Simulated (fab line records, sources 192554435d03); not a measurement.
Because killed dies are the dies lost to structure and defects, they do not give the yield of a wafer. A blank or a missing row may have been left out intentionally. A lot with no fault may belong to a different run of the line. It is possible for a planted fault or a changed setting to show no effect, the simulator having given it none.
fab line records | flow n5-finfet
[record] lots = 7 | wafers = 39
route steps=1938 shown BEOL_M9@1446 BEOL_M13@1692
start-h: start of the lot's first displayed wafer, in hours after the record's first day | wait-h: hours from the lot's prior step to this one | " same as the row above | L1.1+2: a row that stands for several wafers | - value missing, or start not given | * or withheld: withheld | < > ~ a bound
route shown NAME@n: NAME is a module with steps in the file, n the number in the route of the first one | usual: mean/standard deviation taken from wafers without a fault | same: alike in all rows | chamber/n: place in a boat | sites: per-site readings | _std_site: standard deviation across them | _edge_site: mean of outer sites minus mean of inner sites | radius-mm: how far each site lies from the wafer's centre | mask NAME#n: copy n | behind: the most recent tool/chamber to have shaped the wafer | hold: why the lot was held/for how many hours/how that ended | device: the transistor (n, p or np) that didn't switch | end of line: the same wafers' tests at the end of the route | where a step has no rows: the recipe by itself | killed: dies lost to structure and defects at the first sort, not the wafer's yield | map: shows each die of a wafer: x if killed, . if not, _ if none is there
set.NAME: the setting as run; set.NAME@STEP: as run at that earlier step | model.NAME: the simulator's own value behind a step, which no gauge read
lots where settings were altered on purpose, with a table for each step and a row for each wafer
[[steps]]
[step N5_BEOL_M9_TRENCH_ETCH_37]
[recipe] chemistry = C4F6/O2 | target-depth-a = 1514.3 | target = SiCOH_lowk | time-s = 49 | ion-energy-ev = 250 | pressure-mtorr = 30 | source-w = 345 | bias-w = 185 | Ar_flow_sccm = 300 | C4F6_flow_sccm = 10 | O2_flow_sccm = 10
lot.wafer | tool        | chamber | start-h | wait-h | set.target-depth-a | model.BEOL_M9.feature-depth-nm | model.etch.depth-nm | model.TiN_of_BEOL_M9_HM_DEP_02.thk-nm
L074.1    | rie-diel-05 | 3       | -       | -      | 1514.3             | 143                            | 142.9               | 15
L074.3    | "           | 0       | "       | "      | 1514.3             | 151.6                          | 151.6               | 15
L074.4    | "           | 1       | "       | "      | 1514.3             | 148.8                          | 148.9               | 15.2
L076.1    | rie-diel-04 | 2       | -       | -      | 1514.3             | 156.6                          | 156.7               | 15.8
L076.2    | "           | 3       | "       | "      | 1514.3             | 159.4                          | 159.4               | 15.6
L076.3    | "           | 1       | "       | "      | 1514.3             | 157.6                          | 157.7               | 15.8
L076.4    | "           | 0       | "       | "      | 1870               | 187.2                          | 187.2               | 14.8
L076.5    | "           | 0       | "       | "      | 1870               | 186.8                          | 186.7               | 15
L076.6    | "           | 3       | "       | "      | 1870               | 196.8                          | 196.7               | 14.4
L090.1    | rie-diel-01 | 0       | -       | -      | 1194               | 117.4                          | 117.3               | 17
L090.2    | "           | 3       | "       | "      | 1514.3             | 149.4                          | 149.3               | 16
L090.3    | "           | 1       | "       | "      | 1194               | 114.2                          | 114.2               | 17
L090.4    | "           | 2       | "       | "      | 1194               | 119.2                          | 119.2               | 17.2
L090.5    | "           | 3       | "       | "      | 1514.3             | 148.6                          | 148.7               | 16.2
L090.6    | "           | 0       | "       | "      | 1514.3             | 147                            | 147                 | 16.2
L092.1    | rie-diel-05 | 2       | -       | -      | 1514.3             | 149                            | 149.1               | 15.8
L092.2    | "           | 3       | "       | "      | 1514.3             | 144.4                          | 144.3               | 16.8
L092.3    | "           | 0       | "       | "      | 1514.3             | 150.4                          | 150.4               | 16
L092.4    | "           | 1       | "       | "      | 1514.3             | 149.4                          | 149.4               | 15.8
L092.5    | "           | 2       | "       | "      | 1514.3             | 148.8                          | 148.8               | 16
L092.6    | "           | 3       | "       | "      | 1514.3             | 143.4                          | 143.4               | 16.2
L093.1    | rie-diel-04 | 3       | -       | -      | 1760               | 178.6                          | 178.5               | 14.6
L093.2    | "           | 2       | "       | "      | 1514.3             | 153.2                          | 153.2               | 16
L093.3    | "           | 1       | "       | "      | 1514.3             | 153                            | 153                 | 15.6
L093.4    | "           | 0       | "       | "      | 1760               | 171                            | 171.1               | 15
L093.5    | "           | 3       | "       | "      | 1760               | 178.8                          | 178.8               | 14.8
L093.6    | "           | 2       | "       | "      | 1514.3             | 153                            | 152.9               | 15.6
L097.1    | rie-diel-01 | 2       | -       | -      | 2193               | 222.4                          | 222.4               | 13.4
L097.2    | "           | 0       | "       | "      | 2193               | 213.2                          | 213.1               | 14.2
L097.3    | "           | 1       | "       | "      | 2193               | 213                            | 213                 | 13.4
L097.4    | "           | 2       | "       | "      | 1514.3             | 153.8                          | 153.8               | 15.4
L097.5    | "           | 1       | "       | "      | 1514.3             | 146.8                          | 146.9               | 15.4
L097.6    | "           | 0       | "       | "      | 1514.3             | 148.4                          | 148.4               | 15.6
L096.1    | rie-diel-04 | 2       | -       | -      | 859.2              | 87.4                           | 87.3                | 17.6
L096.2    | "           | 3       | "       | "      | 859.2              | 87.8                           | 87.72               | 17.4
L096.3    | "           | 1       | "       | "      | 1514.3             | 154.2                          | 154.3               | 16.2
L096.4    | "           | 0       | "       | "      | 1514.3             | 148.8                          | 148.8               | 16
L096.5    | "           | 2       | "       | "      | 859.2              | 87.6                           | 87.54               | 17.4
L096.6    | "           | 3       | "       | "      | 1514.3             | 154.4                          | 154.5               | 15.8
[step N5_BEOL_M9_ETCH_41]
[recipe] chemistry = CH3F/O2 | target = SiCN | target-depth-a = 366 | taper-deg = 2 | time-s = 70.1 | ion-energy-ev = 120 | mask-material = TiN | pressure-mtorr = 30 | source-w = 395 | bias-w = 75 | Ar_flow_sccm = 150 | CH3F_flow_sccm = 30 | O2_flow_sccm = 20
[step N5_BEOL_M9_STRIP_80]
[recipe] chemistry = N2/H2 | time-s = 10 | power-w = 450 | temp-c = 40 | pressure-mtorr = 20 | rf-frequency-hz = 6e+07 | bias-power-w = 7 | n2-flow-sccm = 200 | h2-flow-sccm = 200
[step N5_BEOL_M9_OCD_MEAS_38]
[usual] trench-depth-nm = 151/3.4
lot.wafer | tool   | chamber | start-h | wait-h | set.target-depth-a@BEOL_M9_TRENCH_ETCH_37 | trench-depth-nm
L074.1    | ocd-02 | -       | 200.30  | -      | 1514.3                                    | 143
L074.3    | "      | -       | "       | "      | 1514.3                                    | 152
L074.4    | "      | -       | "       | "      | 1514.3                                    | 149
L076.1    | ocd-02 | -       | 217.98  | -      | 1514.3                                    | -
L076.2    | "      | -       | "       | "      | 1514.3                                    | 159
L076.3    | "      | -       | "       | "      | 1514.3                                    | -
L076.4    | "      | -       | "       | "      | 1870                                      | -
L076.5    | "      | -       | "       | "      | 1870                                      | 187
L076.6    | "      | -       | "       | "      | 1870                                      | 196
L090.1    | ocd-01 | -       | 309.44  | -      | 1194                                      | 117
L090.2    | "      | -       | "       | "      | 1514.3                                    | 149
L090.3    | "      | -       | "       | "      | 1194                                      | 114
L090.4    | "      | -       | "       | "      | 1194                                      | 119
L090.5    | "      | -       | "       | "      | 1514.3                                    | 149
L090.6    | "      | -       | "       | "      | 1514.3                                    | 147
L092.1    | ocd-02 | -       | 317.51  | -      | 1514.3                                    | 149
L092.2    | "      | -       | "       | "      | 1514.3                                    | 144
L092.3    | "      | -       | "       | "      | 1514.3                                    | 151
L092.4    | "      | -       | "       | "      | 1514.3                                    | 149
L092.5    | "      | -       | "       | "      | 1514.3                                    | 149
L092.6    | "      | -       | "       | "      | 1514.3                                    | 143
L093.1    | ocd-01 | -       | 327.95  | -      | 1760                                      | 179
L093.2    | "      | -       | "       | "      | 1514.3                                    | 153
L093.3    | "      | -       | "       | "      | 1514.3                                    | 153
L093.4    | "      | -       | "       | "      | 1760                                      | 171
L093.5    | "      | -       | "       | "      | 1760                                      | 179
L093.6    | "      | -       | "       | "      | 1514.3                                    | 153
L097.1    | ocd-01 | -       | 342.96  | -      | 2193                                      | 223
L097.2    | "      | -       | "       | "      | 2193                                      | 213
L097.3    | "      | -       | "       | "      | 2193                                      | 213
L097.4    | "      | -       | "       | "      | 1514.3                                    | 153
L097.5    | "      | -       | "       | "      | 1514.3                                    | 147
L097.6    | "      | -       | "       | "      | 1514.3                                    | 148
L096.1    | ocd-01 | -       | 344.77  | -      | 859.2                                     | 87
L096.2    | "      | -       | "       | "      | 859.2                                     | 88
L096.3    | "      | -       | "       | "      | 1514.3                                    | 155
L096.4    | "      | -       | "       | "      | 1514.3                                    | 148
L096.5    | "      | -       | "       | "      | 859.2                                     | 88
L096.6    | "      | -       | "       | "      | 1514.3                                    | 154
[step N5_BEOL_M9_HM_STRIP_39]
[recipe] chemistry = peroxide-tin-strip | material = TiN | target-depth-a = 250 | temp-c = 50 | time-s = 158
[step N5_BEOL_M9_SRD_40]
[recipe] time-s = 30 | temp-c = 23 | rinse-liquid = diw | dry = ipa-marangoni
[step N5_BEOL_M9_ECD_50]
[recipe] material = Cu | target-thk-a = 3180
[step N5_BEOL_M9_ANNEAL_51]
[recipe] temp-c = 225 | time-s = 90 | ambient = N2
[step N5_BEOL_M9_CMP_52]
[recipe] stop-on = SiCOH_lowk | t-overpolish-s = 7 | down-force-psi = 1 | platen-rpm = 50 | clearing-platen-down-force-psi = 1.5 | clearing-platen-rpm = 50 | post-cmp-clean = cu-alkaline | target-thk-nm = 140 | clearing-platen-pad-velocity-m-s = 0.99484 | pad-velocity-m-s = 0.99484
lot.wafer | tool   | chamber | start-h | wait-h | set.target-depth-a@BEOL_M9_TRENCH_ETCH_37 | model.Cu_of_BEOL_M9_ECD_50.thk-nm
L074.3    | cmp-04 | 3       | 202.38  | 0.2    | 1514.3                                    | 137.8
L074.4    | "      | 1       | "       | "      | 1514.3                                    | 134.6
L074.1    | "      | 2       | "       | "      | 1514.3                                    | 131.2
L076.3    | cmp-02 | 0       | 221.81  | 0.2    | 1514.3                                    | 146
L076.4    | "      | 1       | "       | "      | 1870                                      | 174.2
L076.2    | "      | 2       | "       | "      | 1514.3                                    | 148.2
L076.1    | "      | 3       | "       | "      | 1514.3                                    | 148.8
L076.6    | "      | 0       | "       | "      | 1870                                      | 186.8
L076.5    | "      | 1       | "       | "      | 1870                                      | 175.4
L090.1    | cmp-02 | 2       | 313.09  | 0.3    | 1194                                      | 105.8
L090.3    | "      | 3       | "       | "      | 1194                                      | 105.2
L090.4    | "      | 0       | "       | "      | 1194                                      | 106.8
L090.2    | "      | 1       | "       | "      | 1514.3                                    | 136.6
L090.5    | "      | 2       | "       | "      | 1514.3                                    | 136.4
L090.6    | "      | 3       | "       | "      | 1514.3                                    | 137.8
L092.4    | cmp-02 | 2       | 319.54  | 0.1    | 1514.3                                    | 137.6
L092.3    | "      | 3       | "       | "      | 1514.3                                    | 142.6
L092.2    | "      | 0       | "       | "      | 1514.3                                    | 132
L092.1    | "      | 1       | "       | "      | 1514.3                                    | 135.8
L092.6    | "      | 2       | "       | "      | 1514.3                                    | 131.8
L092.5    | "      | 3       | "       | "      | 1514.3                                    | 139.4
L093.1    | cmp-01 | 0       | 330.87  | 0.3    | 1760                                      | 168.2
L093.2    | "      | 1       | "       | "      | 1514.3                                    | 140.8
L093.4    | "      | 2       | "       | "      | 1760                                      | 161.2
L093.3    | "      | 3       | "       | "      | 1514.3                                    | 144.4
L093.6    | "      | 0       | "       | "      | 1514.3                                    | 143.2
L093.5    | "      | 1       | "       | "      | 1760                                      | 166.8
L097.4    | cmp-02 | 1       | 346.29  | 0.1    | 1514.3                                    | 139.8
L097.3    | "      | 2       | "       | "      | 2193                                      | 201.6
L097.1    | "      | 3       | "       | "      | 2193                                      | 212.6
L097.2    | "      | 0       | "       | "      | 2193                                      | 201
L097.5    | "      | 1       | "       | "      | 1514.3                                    | 133.8
L097.6    | "      | 2       | "       | "      | 1514.3                                    | 135.6
L096.2    | cmp-02 | 0       | 347.24  | 0.2    | 859.2                                     | 77.6
L096.4    | "      | 1       | "       | "      | 1514.3                                    | 136.4
L096.1    | "      | 2       | "       | "      | 859.2                                     | 77.2
L096.3    | "      | 3       | "       | "      | 1514.3                                    | 146.4
L096.5    | "      | 0       | "       | "      | 859.2                                     | 77
L096.6    | "      | 1       | "       | "      | 1514.3                                    | 142.2
[step N5_BEOL_M9_THK_MEAS_53]
[recipe] thk-meas-gauge = xrf | reads = Cu_of_BEOL_M9_ECD_50
[usual] M9_THK = 142/4
lot.wafer | tool          | chamber | start-h | wait-h | set.target-depth-a@BEOL_M9_TRENCH_ETCH_37 | M9_THK[nm]
L074.1    | film-metro-01 | -       | 202.67  | -      | 1514.3                                    | 134
L074.3    | "             | -       | "       | "      | 1514.3                                    | 142
L074.4    | "             | -       | "       | "      | 1514.3                                    | 138
L076.1    | film-metro-01 | -       | 222.11  | -      | 1514.3                                    | -
L076.2    | "             | -       | "       | "      | 1514.3                                    | 150
L076.3    | "             | -       | "       | "      | 1514.3                                    | -
L076.4    | "             | -       | "       | "      | 1870                                      | -
L076.5    | "             | -       | "       | "      | 1870                                      | 177
L076.6    | "             | -       | "       | "      | 1870                                      | 189
L090.1    | film-metro-01 | -       | 313.38  | -      | 1194                                      | 108
L090.2    | "             | -       | "       | "      | 1514.3                                    | 139
L090.3    | "             | -       | "       | "      | 1194                                      | 107
L090.4    | "             | -       | "       | "      | 1194                                      | 109
L090.5    | "             | -       | "       | "      | 1514.3                                    | 139
L090.6    | "             | -       | "       | "      | 1514.3                                    | 140
L092.1    | film-metro-01 | -       | 319.84  | -      | 1514.3                                    | 139
L092.2    | "             | -       | "       | "      | 1514.3                                    | 134
L092.3    | "             | -       | "       | "      | 1514.3                                    | 145
L092.4    | "             | -       | "       | "      | 1514.3                                    | 140
L092.5    | "             | -       | "       | "      | 1514.3                                    | 142
L092.6    | "             | -       | "       | "      | 1514.3                                    | 134
L093.1    | film-metro-01 | -       | 331.16  | -      | 1760                                      | 172
L093.2    | "             | -       | "       | "      | 1514.3                                    | 144
L093.3    | "             | -       | "       | "      | 1514.3                                    | 148
L093.4    | "             | -       | "       | "      | 1760                                      | 165
L093.5    | "             | -       | "       | "      | 1760                                      | 171
L093.6    | "             | -       | "       | "      | 1514.3                                    | 146
L097.1    | film-metro-02 | -       | 346.58  | -      | 2193                                      | 216
L097.2    | "             | -       | "       | "      | 2193                                      | 204
L097.3    | "             | -       | "       | "      | 2193                                      | 205
L097.4    | "             | -       | "       | "      | 1514.3                                    | 142
L097.5    | "             | -       | "       | "      | 1514.3                                    | 136
L097.6    | "             | -       | "       | "      | 1514.3                                    | 138
L096.1    | film-metro-01 | -       | 347.53  | -      | 859.2                                     | 78
L096.2    | "             | -       | "       | "      | 859.2                                     | 79
L096.3    | "             | -       | "       | "      | 1514.3                                    | 149
L096.4    | "             | -       | "       | "      | 1514.3                                    | 139
L096.5    | "             | -       | "       | "      | 859.2                                     | 78
L096.6    | "             | -       | "       | "      | 1514.3                                    | 144
[step N5_BEOL_M9_PRE_CLEAN_55]
[recipe] gas = NH3 | time-s = 15 | temp-c = withheld | rf-power-w = 300
[step N5_BEOL_M9_DEP_56]
[recipe] material = SiCN | target-thk-a = 150 | temp-c = withheld | precursor = 3MS/NH3 | pressure-torr = 3 | rf-w = 202 | time-s = 26.5
[step N5_BEOL_M9_RS_MEAS_57]
[recipe] thk-meas-gauge = four-point-probe | reads = Cu_of_BEOL_M9_ECD_50+Co_of_BEOL_M9_CVD_78+TaN_of_BEOL_M9_ALD_74
[usual] M9_RS = 0.151/0.0047
lot.wafer | tool          | chamber | start-h | wait-h | set.target-depth-a@BEOL_M9_TRENCH_ETCH_37 | M9_RS[ohm/sq]
L074.1    | film-metro-02 | -       | 202.81  | 0.1    | 1514.3                                    | 0.162
L074.3    | "             | -       | "       | "      | 1514.3                                    | 0.153
L074.4    | "             | -       | "       | "      | 1514.3                                    | 0.158
L076.1    | film-metro-02 | -       | 222.24  | 0.1    | 1514.3                                    | -
L076.2    | "             | -       | "       | "      | 1514.3                                    | 0.142
L076.3    | "             | -       | "       | "      | 1514.3                                    | -
L076.4    | "             | -       | "       | "      | 1870                                      | -
L076.5    | "             | -       | "       | "      | 1870                                      | 0.118
L076.6    | "             | -       | "       | "      | 1870                                      | 0.110
L090.1    | film-metro-02 | -       | 313.52  | 0.1    | 1194                                      | 0.206
L090.2    | "             | -       | "       | "      | 1514.3                                    | 0.155
L090.3    | "             | -       | "       | "      | 1194                                      | 0.208
L090.4    | "             | -       | "       | "      | 1194                                      | 0.204
L090.5    | "             | -       | "       | "      | 1514.3                                    | 0.155
L090.6    | "             | -       | "       | "      | 1514.3                                    | 0.154
L092.1    | film-metro-01 | -       | 319.97  | 0.1    | 1514.3                                    | 0.156
L092.2    | "             | -       | "       | "      | 1514.3                                    | 0.161
L092.3    | "             | -       | "       | "      | 1514.3                                    | 0.148
L092.4    | "             | -       | "       | "      | 1514.3                                    | 0.154
L092.5    | "             | -       | "       | "      | 1514.3                                    | 0.152
L092.6    | "             | -       | "       | "      | 1514.3                                    | 0.161
L093.1    | film-metro-02 | -       | 331.30  | 0.1    | 1760                                      | 0.123
L093.2    | "             | -       | "       | "      | 1514.3                                    | 0.150
L093.3    | "             | -       | "       | "      | 1514.3                                    | 0.146
L093.4    | "             | -       | "       | "      | 1760                                      | 0.129
L093.5    | "             | -       | "       | "      | 1760                                      | 0.125
L093.6    | "             | -       | "       | "      | 1514.3                                    | 0.147
L097.1    | film-metro-02 | -       | 346.72  | 0.1    | 2193                                      | 0.096
L097.2    | "             | -       | "       | "      | 2193                                      | 0.102
L097.3    | "             | -       | "       | "      | 2193                                      | 0.102
L097.4    | "             | -       | "       | "      | 1514.3                                    | 0.151
L097.5    | "             | -       | "       | "      | 1514.3                                    | 0.158
L097.6    | "             | -       | "       | "      | 1514.3                                    | 0.156
L096.1    | film-metro-01 | -       | 347.67  | 0.1    | 859.2                                     | 0.297
L096.2    | "             | -       | "       | "      | 859.2                                     | 0.297
L096.3    | "             | -       | "       | "      | 1514.3                                    | 0.143
L096.4    | "             | -       | "       | "      | 1514.3                                    | 0.155
L096.5    | "             | -       | "       | "      | 859.2                                     | 0.298
L096.6    | "             | -       | "       | "      | 1514.3                                    | 0.148
[step N5_BEOL_M13_DESCUM_33]
[recipe] chemistry = O2 | time-s = 7.9 | source-power-w = 50 | bias-power-w = 20 | pressure-mtorr = 20 | rf-frequency-hz = 2.712e+07 | temp-c = 40 | o2-flow-sccm = 225
lot.wafer | tool        | chamber | start-h | wait-h | set.time-s | model.coat_of_BEOL_M13_COAT_22.thk-nm
L074.1    | rie-diel-04 | 2       | 225.12  | 0.2    | 7.9        | 283.8
L074.3    | "           | 1       | "       | "      | 7.9        | 284.4
L074.4    | "           | 3       | "       | "      | 7.9        | 284.6
L076.1    | rie-diel-01 | 1       | 247.44  | 0.0    | 9.868      | 283.6
L076.2    | "           | 2       | "       | "      | 7.9        | 283.8
L076.3    | "           | 3       | "       | "      | 7.9        | 284.4
L076.4+5  | "           | 1,2     | "       | "      | 9.868      | 283.2
L076.6    | "           | 3       | "       | "      | 7.9        | 285
L090.1    | rie-diel-05 | 2       | 333.76  | 0.0    | 7.9        | 284
L090.2    | "           | 3       | "       | "      | 10.93      | 281.6
L090.3+6  | "           | 1       | "       | "      | 7.9        | 283.2
L090.4+5  | "           | 2,3     | "       | "      | 10.93      | 281.8
L092.1    | rie-diel-05 | 0       | 344.82  | 0.2    | 7.9        | 282
L092.2    | "           | 1       | "       | "      | 11.53      | 280.2
L092.3    | "           | 2       | "       | "      | 7.9        | 281.8
L092.4    | "           | 3       | "       | "      | 11.53      | 281
L092.5    | "           | 1       | "       | "      | 11.53      | 279.4
L092.6    | "           | 2       | "       | "      | 7.9        | 282.2
L093.1    | rie-diel-04 | 2       | 352.79  | 0.1    | 7.9        | 282.8
L093.2    | "           | 0       | "       | "      | 7.9        | 282.2
L093.3    | "           | 3       | "       | "      | 9.465      | 280.6
L093.4    | "           | 1       | "       | "      | 7.9        | 282.4
L093.5    | "           | 0       | "       | "      | 9.465      | 281.2
L093.6    | "           | 1       | "       | "      | 9.465      | 280.2
L096.1    | rie-diel-05 | 1       | 372.42  | 0.0    | 4.125      | 283.4
L096.2    | "           | 3       | "       | "      | 4.125      | 284.4
L096.3+5  | "           | 0,3     | "       | "      | 7.9        | 281.4
L096.4    | "           | 1       | "       | "      | 7.9        | 282
L096.6    | "           | 0       | "       | "      | 4.125      | 284
L097.1+4  | rie-diel-04 | 0,3     | 372.91  | 0.0    | 7.9        | 282.6
L097.2    | "           | 1       | "       | "      | 7.9        | 282
L097.3    | "           | 3       | "       | "      | 7.9        | 281.6
L097.5    | "           | 0       | "       | "      | 7.9        | 281.8
L097.6    | "           | 1       | "       | "      | 7.9        | 281.4
[step N5_BEOL_M13_ETCH_67]
[recipe] chemistry = CF4 | target = SiARC | target-depth-a = 1430 | time-s = 238.3 | ion-energy-ev = 80 | pressure-mtorr = 40 | source-w = 545 | bias-w = 36 | Ar_flow_sccm = 100 | cf4-flow-sccm = 100 | ends = cleared
lot.wafer | tool        | chamber | start-h | wait-h | set.time-s@BEOL_M13_DESCUM_33 | model.coat_of_BEOL_M13_COAT_22.thk-nm
L074.1    | rie-diel-04 | 2       | 225.15  | 0.0    | 7.9                           | 212
L074.3    | "           | 1       | "       | "      | 7.9                           | 212.6
L074.4    | "           | 3       | "       | "      | 7.9                           | 212.4
L076.1+4  | rie-diel-01 | 1       | 247.48  | 0.0    | 9.868                         | 211.8
L076.2    | "           | 2       | "       | "      | 7.9                           | 212
L076.3    | "           | 3       | "       | "      | 7.9                           | 212.8
L076.5    | "           | 2       | "       | "      | 9.868                         | 211.6
L076.6    | "           | 3       | "       | "      | 7.9                           | 213.6
L090.1    | rie-diel-05 | 2       | 333.80  | 0.0    | 7.9                           | 212.8
L090.2    | "           | 3       | "       | "      | 10.93                         | 210.4
L090.3+6  | "           | 1       | "       | "      | 7.9                           | 212
L090.4    | "           | 2       | "       | "      | 10.93                         | 210.6
L090.5    | "           | 3       | "       | "      | 10.93                         | 210.8
L092.1+3  | rie-diel-05 | 0,2     | 344.85  | 0.0    | 7.9                           | 210.4
L092.2    | "           | 1       | "       | "      | 11.53                         | 208.6
L092.4    | "           | 3       | "       | "      | 11.53                         | 209.4
L092.5    | "           | 1       | "       | "      | 11.53                         | 208
L092.6    | "           | 2       | "       | "      | 7.9                           | 210.6
L093.1    | rie-diel-04 | 2       | 352.82  | 0.0    | 7.9                           | 211.4
L093.2    | "           | 0       | "       | "      | 7.9                           | 211
L093.3+6  | "           | 3,1     | "       | "      | 9.465                         | 209.2
L093.4    | "           | 1       | "       | "      | 7.9                           | 211.2
L093.5    | "           | 0       | "       | "      | 9.465                         | 210.2
L096.1    | rie-diel-05 | 1       | 372.46  | 0.0    | 4.125                         | 212
L096.2    | "           | 3       | "       | "      | 4.125                         | 213
L096.3+5  | "           | 0,3     | "       | "      | 7.9                           | 209.8
L096.4    | "           | 1       | "       | "      | 7.9                           | 210.4
L096.6    | "           | 0       | "       | "      | 4.125                         | 212.8
L097.1+4  | rie-diel-04 | 0,3     | 372.95  | 0.0    | 7.9                           | 211
L097.2+5  | "           | 1,0     | "       | "      | 7.9                           | 210.4
L097.3+6  | "           | 3,1     | "       | "      | 7.9                           | 210
[[key]]
[split] step = N5_BEOL_M9_TRENCH_ETCH_37 | setting = target-depth-a | stated = 1514.3 | by = wafer
[response] step = N5_BEOL_M9_TRENCH_ETCH_37 | reading = model.BEOL_M9.feature-depth-nm | change = +1.48 | per = 1% | r = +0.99
[response] step = N5_BEOL_M9_TRENCH_ETCH_37 | reading = model.etch.depth-nm | change = +1.48 | per = 1% | r = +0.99
[response] step = N5_BEOL_M9_TRENCH_ETCH_37 | reading = model.TiN_of_BEOL_M9_HM_DEP_02.thk-nm | change = -0.0394 | per = 1% | r = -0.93
[response] step = N5_BEOL_M9_OCD_MEAS_38 | reading = trench-depth-nm | change = +1.48 | per = 1% | r = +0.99
[response] step = N5_BEOL_M9_CMP_52 | reading = model.Cu_of_BEOL_M9_ECD_50.thk-nm | change = +1.48 | per = 1% | r = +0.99
[response] step = N5_BEOL_M9_THK_MEAS_53 | reading = M9_THK | change = +1.52 | per = 1% | r = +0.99
[response] step = N5_BEOL_M9_RS_MEAS_57 | reading = M9_RS | change = -0.0022 | per = 1% | r = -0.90
[split] step = N5_BEOL_M13_DESCUM_33 | setting = time-s | stated = 7.9 | by = wafer
[response] step = N5_BEOL_M13_DESCUM_33 | reading = model.coat_of_BEOL_M13_COAT_22.thk-nm | change = -0.0469 | per = 1% | r = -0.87
[response] step = N5_BEOL_M13_ETCH_67 | reading = model.coat_of_BEOL_M13_COAT_22.thk-nm | change = -0.048 | per = 1% | r = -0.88
